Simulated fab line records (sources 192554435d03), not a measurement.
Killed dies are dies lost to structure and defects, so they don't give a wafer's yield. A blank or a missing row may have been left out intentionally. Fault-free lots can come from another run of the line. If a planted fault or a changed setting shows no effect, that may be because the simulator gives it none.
Struck lot and sound lot, side by side ; flow n5 finfet ; 15 steps out of a route of 1938
Sound: wafers L770.2, L770.3, L770.5. Struck: wafer L780.6 (left out: L780.2, L780.5 of the same lot, which were not struck); the cause appears at the end.
Each step with rows lists, per side, the tool, then ch with its chambers, then its first start. Under that, the readings that differ: sound wafers ; struck wafers ; difference of the means ; sigmas: that difference in standard deviations of wafers without a fault.
alike: words and numbers the same on both sides, and readings whose means are apart by under 2 such deviations; not compared: readings that were withheld, readings missing a value for some wafer, numbers with overlapping values and no deviation given by the record, and bounds like >300 which may hide the same value.
The two part at a step that has a row with sigmas, a row that says differs or no value, or rows on one side only. Numbers that have no deviation but don't overlap get no sigmas and don't part them. A reading that every wafer of one side lacks parts them only if that side has two wafers or more.

first, 4 steps without rows for these wafers: N5_HKMG_FIN_STRIP_89 (strips SOC in N2/H2, time 20 s); N5_HKMG_FIN_WET_ETCH_87 (etches TiN in SC1, time 154.2 s, target depth 4.7 nm, rinse time 30 s); N5_HKMG_FIN_STRIP_88 (strips in N2/H2, time 360 s); N5_HKMG_FIN_NWFM_ALD_20 (deposits TiAlC, target thk 2 nm, pulse time 3 s, purge time 2 s).
N5_HKMG_FIN_ALD_71: deposits TiN, target thk 1 nm, pulse time 1 s, purge time 3 s.
  sound on ald metal-01 ch 0,2, day 5 11:31; struck on ald metal-03 ch 1, day 8 00:12
  alike: heater power w, precursor pulse height rel
  not compared: ald cycles
then, 1 step without rows for these wafers: N5_HKMG_FIN_COAT_66 (time 60 s, resist thk 300 nm).
N5_HKMG_FIN_ETCH_67: etches SOC in N2/H2, stops on TiN, target depth 388.9 nm.
  sound on rie diel-03 ch 0,3, day 5 11:52; struck on rie diel-05 ch 2, day 8 00:32
reading;sound;struck;difference;sigmas
oes product au (a.u.);0.94 0.74 0.94;0.69;-0.18;-2
rf vpp V (V);241.4 242.3 239.3;238.2;-2.8;-2
  alike: drypump motor current A, h2 flow sccm, rf fwd power W, showerhead plenum p Torr, throttle valve pct
  not compared: rf hours counter h
then, 2 steps without rows for these wafers: N5_HKMG_FIN_STRIP_90 (strips SOC in N2/H2, time 20 s); N5_HKMG_FIN_WET_ETCH_73 (etches the open film in SC1, time 42.3 s, target depth 1.3 nm, rinse time 30 s).
N5_HKMG_FIN_ETCHBACK_68: etches the open film in Cl2/Ar, stops on HfO2, target depth 0.5 nm.
  sound on rie metal-03 ch 0,1, day 5 12:05; struck on rie metal-02 ch 0, day 8 00:45
  alike: drypump motor current A, oes_ar_750_au, oes product au, rf fwd power W, throttle valve pct
  not compared: rf hours counter h
then, 1 step without rows for these wafers: N5_HKMG_FIN_STRIP_69 (strips in N2/H2, time 360 s).
N5_HKMG_FIN_ALD_21: deposits TiN, target thk 1.5 nm, pulse time 1 s, purge time 3 s.
  sound on ald metal-01 ch 0,2,3, day 5 12:37; struck on ald metal-04 ch 2, day 8 01:17
  alike: heater power w, precursor pulse height rel
  not compared: ald cycles
N5_HKMG_FIN_ALD_72: deposits W, target thk 2 nm, pulse time 1 s, purge time 2 s.
  sound on cvd w-02 ch 0,1, day 5 12:58; struck on cvd w-02 ch 0, day 8 01:40
reading;sound;struck;difference;sigmas
ald cycles;7 7 7;6;-1;
model.W_of_HKMG_FIN_ALD_72.thk nm (nm);2 2 1.8;1.6;-0.3;
  alike: heater power w, precursor pulse height rel
N5_HKMG_FIN_W_FILL_22: material W, target thk 60 nm, time 18.2 s.
  sound on cvd w-02 ch 0,1, day 5 13:02; struck on cvd w-02 ch 0, day 8 01:46
  alike: heater power w, throttle valve pct
-- a jump in the record: the struck wafers' starts before and after are 8 days apart (it breaks off in module HKMG_FIN and resumes in module PASSIVATION, where the first step shown is number 1936 of the route) --
N5_PASSIVATION_PROBE_49:
  the record has rows for the struck wafers here (prober-01, day 15 23:05) and none for the sound ones

== WHERE THEY PART ==
Last at N5_PASSIVATION_PROBE_49 as far as this record goes, first at N5_HKMG_FIN_ETCH_67.

WHY: whatever the simulator had introduced
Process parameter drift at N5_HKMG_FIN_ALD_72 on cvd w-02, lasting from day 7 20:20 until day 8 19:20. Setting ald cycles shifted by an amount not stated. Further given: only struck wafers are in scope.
